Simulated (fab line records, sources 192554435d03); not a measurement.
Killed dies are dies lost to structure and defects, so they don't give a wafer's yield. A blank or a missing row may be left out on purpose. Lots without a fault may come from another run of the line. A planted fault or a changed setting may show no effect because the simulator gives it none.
Chamber matching | flow n5_finfet | N5_MOL_CONTACT_COAG_DESCUM_45 on rie_diel-04: 4 sister chambers
The step chemistry O2, time 7 s. 8 wafers are shown with their chamber, then 7 later ones without.

WAFERS WITH THEIR CHAMBER
wafer  | chamber | drypump_motor_current_A (A) | throttle_valve_pct (%)
L079.6 | 2       | 5.7                         | 20.53
L080.1 | 3       | 6.2                         | 20.62
L080.5 | 3       | 6.2                         | 20.62
L082.1 | 0       | 6.7                         | 20.25
L082.2 | 1       | 5.8                         | 21.20
L082.3 | 2       | 5.7                         | 20.55
L086.1 | 1       | 5.9                         | 21.22
L086.3 | 0       | 6.7                         | 20.25

WAFERS WITHOUT THEIR CHAMBER
wafer  | drypump_motor_current_A (A) | throttle_valve_pct (%)
L086.4 | 5.8                         | 21.21
L087.1 | 5.9                         | 21.21
L087.3 | 6.7                         | 20.27
L087.6 | 6.2                         | 20.65
L096.1 | 6.7                         | 20.29
L096.3 | 6.2                         | 20.69
L096.4 | 6.7                         | 20.29

WHICH CHAMBER EACH WENT THROUGH
wafer  | from the rows above | in truth
L086.4 | 1                   | 1
L087.1 | 1                   | 1
L087.3 | 0                   | 0
L087.6 | 3                   | 3
L096.1 | 0                   | 0
L096.3 | 3                   | 3
L096.4 | 0                   | 0
Placed correctly: 7 of 7. Can't be placed from these rows: 0. Placed wrongly: 0.
How it was worked out, from the rows above alone: a wafer's distance from a chamber is the root of the sum, over the readings, of the square of ((its reading less the chamber's mean) divided by the reading's scatter). The wafer belongs to the nearest chamber; if the next one is less than 2 further off, it can't be placed. A chamber's mean is the mean of its shown wafers. The scatter: the root of (the sum of the squares of (reading less its chamber's mean) over the shown wafers, divided by (wafers less chambers)).
